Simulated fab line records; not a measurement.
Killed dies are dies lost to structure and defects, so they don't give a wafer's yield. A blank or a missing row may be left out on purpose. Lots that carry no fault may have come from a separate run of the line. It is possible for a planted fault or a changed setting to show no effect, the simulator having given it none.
Matching of chambers    flow n5Finfet    3 sister chambers for N5_BEOL_M10_CURE_72 on uvCure-03
The step cures SiCOH lowk, time 120 s. 16 wafers are shown with their chamber, then 8 later ones without.

WAFERS, EACH WITH ITS CHAMBER
wafer   chamber  wafer_temp_C_max  lampPowerPct (%)
L075.1  1        371.4             52.37
L075.2  1        371.8             52.40
L075.3  1        372.0             52.21
L075.4  1        371.8             52.32
L075.5  1        371.9             52.32
L075.6  1        371.3             52.34
L076.2  2        372.9             52.31
L076.3  2        373.2             52.33
L076.5  2        372.8             52.24
L081.3  2        372.3             52.32
L081.5  2        372.6             52.30
L081.6  2        371.4             52.32
L083.1  2        372.0             52.38
L083.3  2        373.1             52.31
L083.4  2        373.1             52.28
L092.4  0        371.2             52.29

SIGNATURES (means of the wafers above)
reading           chamber 0  chamber 1  chamber 2  scatter within a chamber
wafer_temp_C_max  371.200    371.700    372.600    0.502
lampPowerPct      52.2900    52.3267    52.3100    0.05
Rule: for a wafer and a chamber, the distance is found by dividing, reading by reading, the gap between the wafer's reading and the chamber's mean by the reading's scatter, squaring, summing and taking the root. If the next closest chamber is less than 2 further off than the closest, the wafer can't be placed; otherwise it belongs to the closest. The scatter is the square root of a quotient: the sum, over the shown wafers, of each reading's squared deviation from its chamber's mean, divided by wafers minus chambers.

WAFERS WITH NO CHAMBER GIVEN
wafer   wafer_temp_C_max  lampPowerPct (%)
L092.5  371.9             52.42
L092.6  371.2             52.36
L091.1  371.6             52.28
L091.2  371.6             52.27
L091.6  371.5             52.42
L095.2  372.4             52.27
L095.3  372.6             52.33
L095.6  373.4             52.34

WHICH CHAMBER EACH ONE RAN IN
wafer   from the rows above           in truth
L092.5  can't be placed: 1 or 2 or 0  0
L092.6  can't be placed: 1 or 0 or 2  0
L091.1  can't be placed: 0 or 1 or 2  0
L091.2  can't be placed: 0 or 1 or 2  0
L091.6  can't be placed: 1 or 0 or 2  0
L095.2  can't be placed: 2 or 1 or 0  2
L095.3  can't be placed: 2 or 1       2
L095.6  can't be placed: 2 or 1       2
Correctly placed: 0 of 8. These rows do not allow placing 8 (true chamber among the candidates in 8). Number placed wrongly: 0.
